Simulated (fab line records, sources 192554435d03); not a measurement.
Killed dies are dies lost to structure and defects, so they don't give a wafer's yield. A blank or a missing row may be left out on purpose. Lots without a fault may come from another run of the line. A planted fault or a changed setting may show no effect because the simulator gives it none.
Split-lot experiment | flow n5_finfet | 7 lots, 21 wafers read, on a route of 1938 steps

THE SPLIT
At N5_BEOL_M11_COAT_59 (time 60 s, resist thk 100 nm), the setting spin_rpm was moved away from the recipe's 1500 rpm on 9 of the 21 wafers read, by -8.7% to +8.0%. The other wafers ran this setting at the recipe's value.

The reading is taken at the split's own step.

THE READING
SOC_of_BEOL_M11_COAT_59.thk_nm (the simulator's own value, which no gauge read), in nm, at N5_BEOL_M11_COAT_59 (time 60 s, resist thk 100 nm). The file gives no usual value for it. The 12 wafers here that ran the recipe average 100.1 nm, standard deviation 0.24 nm.

wafer  | tool, chamber at the split | spin_rpm as run, rpm | against the recipe | SOC_of_BEOL_M11_COAT_59.thk_nm, nm | against lot-mates on the recipe
L076.2 | litho_track-01, 0          | 1598                 | +6.5%              | 96.8                               | -3.2
L076.4 | litho_track-01, 0          | 1598                 | +6.5%              | 97.2                               | -2.8
L076.5 | litho_track-01, 0          | 1500                 | recipe             | 100                                | -
L082.1 | litho_track-01, 0          | 1616                 | +7.7%              | 96.6                               | -3.6
L082.2 | litho_track-01, 0          | 1500                 | recipe             | 100.2                              | -
L082.3 | litho_track-01, 0          | 1500                 | recipe             | 100.2                              | -
L088.4 | litho_track-03, 0          | 1500                 | recipe             | 100                                | -
L088.5 | litho_track-03, 0          | 1500                 | recipe             | 99.8                               | -
L088.6 | litho_track-03, 0          | 1432                 | -4.5%              | 102.4                              | +2.5
L086.2 | litho_track-03, 0          | 1620                 | +8.0%              | 95.8                               | -4.0
L086.5 | litho_track-03, 0          | 1620                 | +8.0%              | 96.2                               | -3.6
L086.6 | litho_track-03, 0          | 1500                 | recipe             | 99.8                               | -
L087.2 | litho_track-01, 0          | 1500                 | recipe             | 99.8                               | -
L087.3 | litho_track-01, 0          | 1500                 | recipe             | 100.4                              | -
L087.6 | litho_track-01, 0          | 1500                 | recipe             | 100                                | -
L089.1 | litho_track-01, 0          | 1370                 | -8.7%              | 105                                | +4.6
L089.5 | litho_track-01, 0          | 1500                 | recipe             | 100.4                              | -
L089.6 | litho_track-01, 0          | 1500                 | recipe             | 100.4                              | -
L091.3 | litho_track-03, 0          | 1589                 | +5.9%              | 97.6                               | -2.8
L091.4 | litho_track-03, 0          | 1589                 | +5.9%              | 97.6                               | -2.8
L091.5 | litho_track-03, 0          | 1500                 | recipe             | 100.4                              | -

THE FIT
A straight line over all 21 wafers: SOC_of_BEOL_M11_COAT_59.thk_nm changes by -0.5 nm for each +1% of spin_rpm; r = -0.99; the points scatter about the line by 0.29 nm.
The same after taking each lot's own level away (the mean of its wafers on the recipe; 21 wafers): -0.49 nm for each +1%; r = -1.00; scatter 0.18 nm.
On that fit, the largest move of spin_rpm shifts the reading by 4.2 nm.
The lots' own levels span 99.80 to 100.40 nm, that is 2.5 times the standard deviation above.
So the lot-to-lot level changes the slope little: the two slopes agree.
Check: with one of the wafers moved furthest among these (-8.7%) left out of the fit, the line predicts +4.19 nm for it against its lot-mates. It came out at +4.6 nm against them.

OTHER SPLITS ON THESE WAFERS
These wafers also went through other splits before the reading. Each is held against what the fit with the lots' levels taken away leaves over:
other split on the same wafers  | wafers away from the commonest value | r with SOC_of_BEOL_M11_COAT_59.thk_nm (lot level and that fit taken away)
N5_BEOL_M7_COAT_05 spin_rpm     | 2                                    | +0.05
N5_BEOL_M7_VIA_ETCH_34 source_w | 10                                   | -0.16
N5_BEOL_M7_ETCH_41 source_w     | 8                                    | -0.33
N5_BEOL_M9_ETCH_62 time_s       | 8                                    | +0.13
N5_BEOL_M9_COAT_63 spin_rpm     | 8                                    | +0.13
N5_BEOL_M10_ETCH_41 source_w    | 7                                    | -0.02

THE FILE'S OWN FIT
SOC_of_BEOL_M11_COAT_59.thk_nm changes by -0.49 nm for each +1% of spin_rpm, r = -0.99.
